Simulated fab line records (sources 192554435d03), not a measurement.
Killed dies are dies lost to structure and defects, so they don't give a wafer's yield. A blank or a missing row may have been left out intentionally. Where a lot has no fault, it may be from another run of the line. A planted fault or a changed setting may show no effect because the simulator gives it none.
Which tool was responsible? / flow n5_finfet / 36 wafers from 12 lots sampled at 5 of the route's 1938 steps

== WHAT EACH GAUGE READ, for each wafer ==
N5_BEOL_M3_OCD_MEAS_38.
lot=L075; measured=day 7 05:58; on=ocd-02; trench_depth_nm (nm)=56.6 56.6 55.2
lot=L077; measured=day 8 01:55; on=ocd-01; trench_depth_nm (nm)=56.1 55.4 51.2
lot=L079; measured=day 8 18:44; on=ocd-02; trench_depth_nm (nm)=56.5 54.8 56.1
lot=L081; measured=day 8 21:49; on=ocd-02; trench_depth_nm (nm)=56.8 51.6 51.8
lot=L083; measured=day 9 16:20; on=ocd-01; trench_depth_nm (nm)=52.0 55.3 57.9
lot=L085; measured=day 10 05:40; on=ocd-01; trench_depth_nm (nm)=55.7 52.2 57.0
lot=L087; measured=day 10 19:00; on=ocd-01; trench_depth_nm (nm)=55.2 54.8 55.7
lot=L090; measured=day 11 06:02; on=ocd-02; trench_depth_nm (nm)=55.6 52.5 55.3
lot=L091; measured=day 12 04:30; on=ocd-02; trench_depth_nm (nm)=51.8 56.7 57.5
lot=L093; measured=day 12 06:17; on=ocd-02; trench_depth_nm (nm)=53.9 54.9 54.5
lot=L095; measured=day 13 01:53; on=ocd-01; trench_depth_nm (nm)=56.3 56.3 54.7
lot=L097; measured=day 13 04:56; on=ocd-02; trench_depth_nm (nm)=55.7 57.2 51.9

== TOOL THAT RAN EACH LOT (tool first, then ch and the chambers of the sampled wafers, then the start) ==
lot=L075; N5_BEOL_M2_SPUTTER_88=pvd_sputter-02, day 6 20:15; N5_BEOL_M2_ANNEAL_91=pvd_sputter-02, day 6 20:33; N5_BEOL_M3_ETCH_63=rie_diel-02 ch 1,2,3, day 7 03:13; N5_BEOL_M3_DESCUM_33=rie_diel-06 ch 1,2, day 7 04:03
lot=L077; N5_BEOL_M2_SPUTTER_88=pvd_sputter-02, day 7 18:02; N5_BEOL_M2_ANNEAL_91=pvd_sputter-02, day 7 18:20; N5_BEOL_M3_ETCH_63=rie_diel-06 ch 0,3, day 7 22:50; N5_BEOL_M3_DESCUM_33=rie_diel-04 ch 0,2,3, day 7 23:49
lot=L079; N5_BEOL_M2_SPUTTER_88=pvd_sputter-02, day 8 00:07; N5_BEOL_M2_ANNEAL_91=pvd_sputter-02, day 8 00:25; N5_BEOL_M3_ETCH_63=rie_diel-04 ch 1,2,3, day 8 06:50; N5_BEOL_M3_DESCUM_33=rie_diel-02 ch 0,1,3, day 8 07:46
lot=L081; N5_BEOL_M2_SPUTTER_88=pvd_sputter-02, day 8 15:49; N5_BEOL_M2_ANNEAL_91=pvd_sputter-02, day 8 16:07; N5_BEOL_M3_ETCH_63=rie_diel-04 ch 0,1, day 8 19:20; N5_BEOL_M3_DESCUM_33=rie_diel-02 ch 0,2, day 8 20:14
lot=L083; N5_BEOL_M2_SPUTTER_88=pvd_sputter-03, day 9 10:25; N5_BEOL_M2_ANNEAL_91=pvd_sputter-03, day 9 10:43; N5_BEOL_M3_ETCH_63=rie_diel-02 ch 1,2,3, day 9 14:03; N5_BEOL_M3_DESCUM_33=rie_diel-02 ch 1,2,3, day 9 14:53
lot=L085; N5_BEOL_M2_SPUTTER_88=pvd_sputter-01, day 9 23:51; N5_BEOL_M2_ANNEAL_91=pvd_sputter-01, day 10 00:09; N5_BEOL_M3_ETCH_63=rie_diel-06 ch 0,1,2, day 10 03:03; N5_BEOL_M3_DESCUM_33=rie_diel-04 ch 1,2,3, day 10 03:59
lot=L087; N5_BEOL_M2_SPUTTER_88=pvd_sputter-03, day 10 11:10; N5_BEOL_M2_ANNEAL_91=pvd_sputter-03, day 10 11:28; N5_BEOL_M3_ETCH_63=rie_diel-06 ch 0,1,3, day 10 14:53; N5_BEOL_M3_DESCUM_33=rie_diel-06 ch 0,2,3, day 10 15:50
lot=L090; N5_BEOL_M2_SPUTTER_88=pvd_sputter-02, day 10 20:14; N5_BEOL_M2_ANNEAL_91=pvd_sputter-02, day 10 20:32; N5_BEOL_M3_ETCH_63=rie_diel-02 ch 1,2, day 11 00:41; N5_BEOL_M3_DESCUM_33=rie_diel-06 ch 0,3, day 11 01:38
lot=L091; N5_BEOL_M2_SPUTTER_88=pvd_sputter-01, day 11 05:52; N5_BEOL_M2_ANNEAL_91=pvd_sputter-01, day 11 06:10; N5_BEOL_M3_ETCH_63=rie_diel-06 ch 0,2, day 11 10:49; N5_BEOL_M3_DESCUM_33=rie_diel-02 ch 0,2,3, day 11 11:45
lot=L093; N5_BEOL_M2_SPUTTER_88=pvd_sputter-03, day 11 14:21; N5_BEOL_M2_ANNEAL_91=pvd_sputter-03, day 11 14:39; N5_BEOL_M3_ETCH_63=rie_diel-02 ch 1,2,3, day 11 17:28; N5_BEOL_M3_DESCUM_33=rie_diel-04 ch 0,2, day 11 18:58
lot=L095; N5_BEOL_M2_SPUTTER_88=pvd_sputter-02, day 12 14:15; N5_BEOL_M2_ANNEAL_91=pvd_sputter-02, day 12 14:33; N5_BEOL_M3_ETCH_63=rie_diel-02 ch 0,2,3, day 12 21:22; N5_BEOL_M3_DESCUM_33=rie_diel-06 ch 0,1, day 12 22:11
lot=L097; N5_BEOL_M2_SPUTTER_88=pvd_sputter-03, day 12 22:49; N5_BEOL_M2_ANNEAL_91=pvd_sputter-03, day 12 23:07; N5_BEOL_M3_ETCH_63=rie_diel-06 ch 0,1, day 13 03:26; N5_BEOL_M3_DESCUM_33=rie_diel-02 ch 1,3, day 13 04:15
- N5_BEOL_M2_SPUTTER_88: material Cu, target thk 4.5 nm, time 8.29 s.
- N5_BEOL_M2_ANNEAL_91: time 240 s.
- N5_BEOL_M3_ETCH_63: etches SiARC in CF4, target depth 15.6 nm, time 26 s.
- N5_BEOL_M3_DESCUM_33: chemistry O2, time 7 s.

== THE ANSWER, worked out from the rows above alone ==
Rule: what is usual is taken from the lots themselves. The widest of any qualifying gaps counts: lots, ordered by their means at a reading, are off when they make up no more than a third of the lots, leave a main group of 4 or more, and stand apart from it by 3 or more times the standard deviation of that group's means. If all means in a main group match to the digits the tables above print for the reading, that group is not used. Also off: a lot with no number at a reading for which 4 or more lots have one. Where the step has rows for the other lots, those lots are counted as sound.
None of the lots is off at any reading shown; this tells nothing.

== WHAT THE SIMULATOR PUT IN ==
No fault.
